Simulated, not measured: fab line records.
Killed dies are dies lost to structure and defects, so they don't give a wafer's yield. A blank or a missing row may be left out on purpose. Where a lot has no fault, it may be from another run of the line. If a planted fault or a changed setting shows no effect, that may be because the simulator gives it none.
Matching of chambers    flow nand harc    NHARC_A_STAIRCASE_ALD_420 on ald hk-02 has 4 sister chambers
The step deposits SiO2, target thk 20 nm, pulse time 6 s, ald cycles 200. 4 wafers are shown with their chamber, then 12 later ones without.

WAFERS, EACH WITH ITS CHAMBER
wafer   chamber  heater power w (W)
L082.4  3        423
L089.1  0        462
L089.3  2        488
L089.6  1        543

WAFERS WHOSE CHAMBER IS MISSING
wafer   heater power w (W)
L091.3  540
L091.4  416
L091.6  478
L094.1  478
L094.2  533
L094.4  423
L095.2  424
L095.3  536
L095.6  477
L097.2  481
L097.3  547
L097.6  481

EACH ONE'S CHAMBER
wafer   from the rows above      in truth
L091.3  1                        1
L091.4  3                        3
L091.6  can't be placed: 2 or 0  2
L094.1  can't be placed: 2 or 0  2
L094.2  1                        1
L094.4  3                        3
L095.2  3                        3
L095.3  1                        1
L095.6  can't be placed: 2 or 0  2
L097.2  can't be placed: 2 or 0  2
L097.3  1                        1
L097.6  can't be placed: 2 or 0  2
Placed correctly: 7 of 12. These rows do not allow placing 5 (true chamber among the candidates in 5). Number placed wrongly: 0.
How it was worked out, from the rows above alone: a wafer's distance from a chamber is the root of the sum, over the readings, of the square of ((its reading less the chamber's mean) divided by the reading's scatter). If the next closest chamber is less than 2 further off than the closest, the wafer can't be placed; otherwise it belongs to the closest. For every chamber, the mean is computed from those of its wafers that are shown. The scatter: root of mean squared gap, hidden wafer to nearest shown wafer, with one shown wafer a chamber.
